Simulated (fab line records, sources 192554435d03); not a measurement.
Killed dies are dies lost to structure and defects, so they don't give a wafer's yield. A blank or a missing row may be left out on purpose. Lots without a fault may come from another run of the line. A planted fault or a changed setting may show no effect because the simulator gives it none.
One fault seen from 2 desks | flow n5_finfet | each desk has only its own numbers; what lay behind them comes last

THE TOOL OWNER'S DESK: cvd_co-01
The tool's own readings at N5_BEOL_M2_CVD_47 (deposits Co from CCTBA/H2, target thk 3 nm, time 223.8 s): means of the sampled wafers that have a number, for each lot that ran on this tool. A lot is out of limits, marked OUT, if its mean lies more than 4 standard deviations from the usual mean; the brackets give that distance.
Columns: A = run_length_s at N5_BEOL_M2_CVD_47, usual 246.8 s
lot  | first seen here | A
L776 | day 7 02:01     | 246.5
L786 | day 9 04:35     | 246.7
L787 | day 9 17:26     | 354.4 (+99 or more) OUT
L788 | day 9 22:50     | 300.3 (+80) OUT
This desk's finding: out of limits on L787, L788; first on L787, day 9 17:26 (run_length_s at N5_BEOL_M2_CVD_47). In limits: L776, L786.

THE METROLOGY DESK
What the gauges read, lot by lot, whatever tool the lot ran on: means of the sampled wafers that have a number. A lot is out of limits, marked OUT, if its mean lies more than 4 standard deviations from the usual mean; the brackets give that distance. Of its 10 readings 7 are shown: those that lie furthest out on some lot.
Columns: A = DIBL_N at N5_BEOL_M4_RC_MEAS_101, usual 36.4 mV/V; B = DIBL_P at N5_BEOL_M4_RC_MEAS_101, usual 36.3 mV/V; C = IOFF_N at N5_BEOL_M4_RC_MEAS_101, usual 0.162 nA/um; D = ION_N at N5_BEOL_M4_RC_MEAS_101, usual 676 uA/um; E = SS_N at N5_BEOL_M4_RC_MEAS_101, usual 71.5 mV/dec; F = SS_P at N5_BEOL_M4_RC_MEAS_101, usual 73.3 mV/dec; G = VT_N at N5_BEOL_M4_RC_MEAS_101, usual 249.3 mV
lot  | first seen here | A    | B    | C     | D   | E    | F    | G
L776 | day 8 03:00     | 37.9 | 36.6 | 0.182 | 675 | 72.2 | 73.7 | 248.8
L778 | day 8 05:42     | 36.9 | 36.1 | 0.170 | 683 | 71.4 | 73.1 | 247.9
L779 | day 8 12:34     | 35.8 | 36.0 | 0.149 | 668 | 71.9 | 73.6 | 252.6
L784 | day 10 01:58    | 35.2 | 36.6 | 0.147 | 671 | 71.2 | 73.5 | 250.0
L786 | day 10 17:31    | 35.4 | 36.1 | 0.141 | 667 | 71.6 | 73.1 | 250.2
L787 | day 10 20:30    | 36.7 | 35.6 | 0.153 | 664 | 71.5 | 72.9 | 249.2
L788 | day 10 21:04    | 37.3 | 37.6 | 0.186 | 685 | 71.7 | 73.5 | 246.5
L789 | day 11 01:06    | 37.5 | 36.2 | 0.156 | 673 | 71.3 | 73.2 | 248.3
L793 | day 11 22:46    | 36.1 | 36.6 | 0.145 | 676 | 71.0 | 72.8 | 252.9
L798 | day 13 08:16    | 38.7 | 38.9 | 0.202 | 694 | 71.9 | 74.3 | 247.2
This desk's finding: nothing out of limits on any of the 10 lots.

PUT TOGETHER
The tool owner's desk could have raised an alarm at day 9 17:26, on L787, L788.
The metrology desk saw nothing out of limits.
The metrology desk has L787, L788 on record, within its limits.
Of the lots named, all ran N5_BEOL_M2_CVD_47 on cvd_co-01.

WHAT THE SIMULATOR HAD PUT IN
Process parameter drift: cvd_co-01, from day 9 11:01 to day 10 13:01, at N5_BEOL_M2_CVD_47. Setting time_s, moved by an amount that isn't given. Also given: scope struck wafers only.
Lots struck among those shown: L787, L788.
Hours from the fault's start to each desk's first reading out of limits: the tool owner's desk, 6.
